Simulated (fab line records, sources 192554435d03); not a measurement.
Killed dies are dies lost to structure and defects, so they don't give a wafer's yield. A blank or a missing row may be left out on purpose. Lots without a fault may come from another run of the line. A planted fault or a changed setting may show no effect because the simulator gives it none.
Split-lot experiment | flow n5_finfet | 7 lots, 21 wafers read, on a route of 1938 steps

THE SPLIT
At N5_BEOL_M11_EXPOSE_08 (exposes mask M11), the setting dose_mj was moved away from the recipe's 53.75 on 6 of the 21 wafers read, by -6.4% to +6.5%. The other wafers ran this setting at the recipe's value.

FROM THE SPLIT TO THE READING: what the file shows between them, 2 steps
- N5_BEOL_M11_PEB_09: peb time 60 s
- N5_BEOL_M11_DEVELOP_10: develop time 30 s

THE READING
cd_nm, in nm, at N5_BEOL_M11_CD_MEAS_11 (target cd 64.1 nm). Fault-free wafers of this fab line usually give 64.4 nm, standard deviation 0.64 nm.

wafer  | tool, chamber at the split | dose_mj as run | against the recipe | cd_nm, nm | against lot-mates on the recipe
L074.1 | arfi_scanner-01, 0         | 53.75          | recipe             | 64.7      | -
L074.4 | arfi_scanner-01, 0         | 50.29          | -6.4%              | 60.4      | -4.3
L074.5 | arfi_scanner-01, 0         | 50.29          | -6.4%              | 61.0      | -3.7
L080.3 | arfi_scanner-03, 0         | 53.75          | recipe             | 64.0      | -
L080.5 | arfi_scanner-03, 0         | 53.75          | recipe             | 64.4      | -
L080.6 | arfi_scanner-03, 0         | 57.24          | +6.5%              | 69.0      | +4.8
L083.1 | arfi_scanner-01, 0         | 53.75          | recipe             | 65.3      | -
L083.2 | arfi_scanner-01, 0         | 53.75          | recipe             | 63.2      | -
L083.6 | arfi_scanner-01, 0         | 53.75          | recipe             | 64.1      | -
L081.1 | arfi_scanner-03, 0         | 53.75          | recipe             | 64.1      | -
L081.2 | arfi_scanner-03, 0         | 53.75          | recipe             | 65.1      | -
L081.5 | arfi_scanner-03, 0         | 53.75          | recipe             | 63.3      | -
L084.3 | arfi_scanner-02, 0         | 51.13          | -4.9%              | 62.1      | -1.9
L084.4 | arfi_scanner-02, 0         | 53.75          | recipe             | 63.8      | -
L084.5 | arfi_scanner-02, 0         | 53.75          | recipe             | 64.2      | -
L090.3 | arfi_scanner-02, 0         | 53.75          | recipe             | 65.5      | -
L090.4 | arfi_scanner-02, 0         | 51.32          | -4.5%              | 62.4      | -3.1
L090.5 | arfi_scanner-02, 0         | 51.32          | -4.5%              | 61.5      | -4.0
L097.1 | arfi_scanner-03, 0         | 53.75          | recipe             | 63.5      | -
L097.4 | arfi_scanner-03, 0         | 53.75          | recipe             | 64.1      | -
L097.6 | arfi_scanner-03, 0         | 53.75          | recipe             | 65.4      | -

THE FIT
A straight line over all 21 wafers: cd_nm changes by +0.588 nm for each +1% of dose_mj; r = +0.93; the points scatter about the line by 0.71 nm.
The same after taking each lot's own level away (the mean of its wafers on the recipe; 21 wafers): +0.66 nm for each +1%; r = +0.94; scatter 0.69 nm.
On that fit, the largest move of dose_mj shifts the reading by 4.3 nm.
The lots' own levels span 64.00 to 65.50 nm, that is 2.3 times the standard deviation above.
So the lot-to-lot level changes the slope: the two fits differ.
Check: with one of the wafers moved furthest among these (+6.5%) left out of the fit, the line predicts +4.07 nm for it against its lot-mates. It came out at +4.8 nm against them.

THE WHOLE CHAIN: every reading that the file lists as answering this split, in the file's order
step                   | what it does                                       | reading                                                                | change (the file's fit)               | r (the file's)
N5_BEOL_M11_CD_MEAS_11 | target cd 64.1 nm                                  | cd_nm                                                                  | +0.643 nm for each +1% of the setting | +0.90
N5_BEOL_M11_ETCH_61    | etches SiARC in CF4, target depth 39 nm, time 65 s | BEOL_M11.cd_offset_nm (the simulator's own value, which no gauge read) | +0.659 nm for each +1% of the setting | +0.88

THE FILE'S OWN FIT
cd_nm changes by +0.643 nm for each +1% of dose_mj, r = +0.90.
